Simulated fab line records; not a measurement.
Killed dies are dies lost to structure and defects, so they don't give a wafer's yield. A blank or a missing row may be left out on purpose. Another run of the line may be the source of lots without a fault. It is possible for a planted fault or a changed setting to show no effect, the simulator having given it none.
A struck lot beside a sound one -- flow n5-finfet -- 38 out of 1938 route steps
Sound: these wafers, L848.3, L848.5, L848.6. Struck: wafer L863.2 (left out: L863.1, L863.5 of the same lot, which were not struck); the cause appears at the end.
Order at every step that has rows: each side's tool, ch and its chambers, its first start. Under that, the readings that differ: sound wafers -- struck wafers -- difference of the means -- sigmas: that difference in standard deviations of wafers without a fault.
alike: a reading whose means differ by less than 2 such deviations, as well as words and numbers matching on both sides. not compared: withheld readings; readings where some wafer has no value; bounds like >300 that might hide an equal value; numbers whose values overlap and for which the record gives no deviation.
A row with sigmas, a row that says differs or no value, or rows on one side alone: a step with any of these is where the two part. Numbers that have no deviation but don't overlap get no sigmas and don't part them. Lack of a reading on every wafer of one side parts them only where that side has two or more wafers.

first, 9 steps without rows for these wafers: N5_BEOL_M4_ANNEAL_95 (time 240 s); N5_BEOL_M4_SPUTTER_96 (material Cu, target thk 4.5 nm, time 8.29 s); N5_BEOL_M4_ECD_50 (material Cu, target thk 300 nm); N5_BEOL_M4_ANNEAL_51 (time 90 s); N5_BEOL_M4_CMP_52 (polishes, stops on SiOC, t overpolish 6.8 s, target thk 40 nm); N5_BEOL_M4_PRE_CLEAN_60 (time 15 s); N5_BEOL_M4_CO_CAP_55 (material Co, precursor CCTBA/H2, target thk 2 nm, time 102.1 s); N5_BEOL_M4_PRE_CLEAN_56 (time 15 s); N5_BEOL_M4_DEP_57 (deposits SiCN from 3MS/NH3, target thk 8 nm, time 14 s).
N5_BEOL_M4_RC_MEAS_101:
  sound on prober-01 ch 0, day 7 13:34; struck on prober-01 ch 0, day 11 11:28
reading,sound,struck,difference,sigmas
DIBL_N (mV/V),32.0 37.2 34.4,39.5,+5.0,+2
IOFF_N (nA/um),0.11 0.19 0.14,0.26,+0.11,+2
  alike: DIBL_P, IOFF_P, ION_N, ION_P, SS_N, SS_P, VT_N, VT_P
then, 24 steps without rows for these wafers: N5_BEOL_M5_ILD_DEP_00 (deposits SiCOH lowk from DEMS/porogen, target thk 140.64 nm, time 25.9 s); N5_BEOL_M5_CURE_79 (cures SiCOH lowk, time 240 s); N5_BEOL_M5_PECVD_70 (deposits SiO2 from TEOS/O2, target thk 16 nm, time 18 s); N5_BEOL_M5_HM_DEP_02 (deposits TiN, target thk 20 nm); N5_BEOL_M5_COAT_59 (time 60 s, resist thk 60 nm); N5_BEOL_M5_COAT_60 (time 60 s, resist thk 12 nm); N5_BEOL_M5_COAT_71 (time 60 s, resist thk 5 nm); N5_BEOL_M5_COAT_05 (resist thk 30 nm); N5_BEOL_M5_EBR_07; N5_BEOL_M5_SOFTBAKE_06 (time 60 s); N5_BEOL_M5_EXPOSE_08 (exposes mask M5, target cd 28 nm); N5_BEOL_M5_PEB_09 (peb time 60 s); N5_BEOL_M5_DEVELOP_10 (develop time 30 s); N5_BEOL_M5_DESCUM_16 (chemistry O2, time 7 s); N5_BEOL_M5_ETCH_72 (etches underlayer in N2/H2, target depth 6.5 nm, time 5.2 s); N5_BEOL_M5_ETCH_61 (etches SiARC in CF4, target depth 15.6 nm, time 26 s); N5_BEOL_M5_ETCH_62 (etches SOC in N2/H2, target depth 75 nm, overetch 15 nm, time 112.5 s); N5_BEOL_M5_STRIP_63 (strips in N2/H2); N5_BEOL_M5_STRIP_73 (strips in N2/H2); N5_BEOL_M5_STRIP_64 (strips in CF4); N5_BEOL_M5_HM_OPEN_17 (chemistry Cl2/BCl3, target TiN, target depth 20 nm, overetch 6 nm); N5_BEOL_M5_STRIP_19 (strips in O2); N5_BEOL_M5_COAT_65 (time 60 s, resist thk 60 nm); N5_BEOL_M5_COAT_66 (time 60 s, resist thk 12 nm).
-- record jumps: 4 days separate the struck wafers' starts on either side; left off in module BEOL_M5, taken up again in module BEOL_M15, whose first shown step is the route's number 1824 --
N5_BEOL_M15_CMP_49: polishes, stops on SiO2, t overpolish 4.9 s, target thk 850 nm.
  sound on cmp-02 ch 0,3, day 10 23:29; struck on cmp-02 ch 0, day 15 12:58
reading,sound,struck,difference,sigmas
barrier-field-endpoint-s (s),11.10 11.28 10.90,21.41,+10.32,+37
overpolish-run-s (s),4.908 4.900 4.902,4.600,-0.303,-34
  alike: motor-current-A
N5_BEOL_M15_THK_MEAS_50: measures by xrf.
  struck on film-metro-02, day 15 13:14; sound on film-metro-01, day 10 23:45
reading,sound,struck,difference,sigmas
M15_THK (nm),884 818 887,1539,+676,+34
N5_BEOL_M15_INSPECT_55: inspects for defects (darkfield).
  struck on defect-inspect-01, day 15 13:23; sound on defect-inspect-01, day 10 23:54
reading,sound,struck,difference,sigmas
raw-defect-count,44 84 47,6420,+6362,+99 or more
N5_PASSIVATION_PROBE_49:
  struck on prober-01, day 16 04:39; sound on prober-02, day 11 14:51
reading,sound,struck,difference,sigmas
defect-limited-yield (%),93.8 93.2 93.0,0,-93,-58
killed_at_M4_up,13 6 8,1130,+1121,+99 or more
killed-dies,73 80 83,1180,+1101,+58
killed-on-rim,13 10 9,152,+141,+36
sort-n-pass,1107 1100 1097,0,-1101,-55
sort-yield-pct (%),93.8 93.2 93.0,0,-93,-55
  alike: killed_at_M0_to_M3, killed-at-contacts, killed-at-front-end, killed-at-other, killed-open, killed-short, sort_bin_5_function, sort_bin_6_memory

## WHERE THEY PART
At N5_BEOL_M4_RC_MEAS_101 first; at N5_PASSIVATION_PROBE_49 last (within this record only).

WHY: what had been put in by the simulator
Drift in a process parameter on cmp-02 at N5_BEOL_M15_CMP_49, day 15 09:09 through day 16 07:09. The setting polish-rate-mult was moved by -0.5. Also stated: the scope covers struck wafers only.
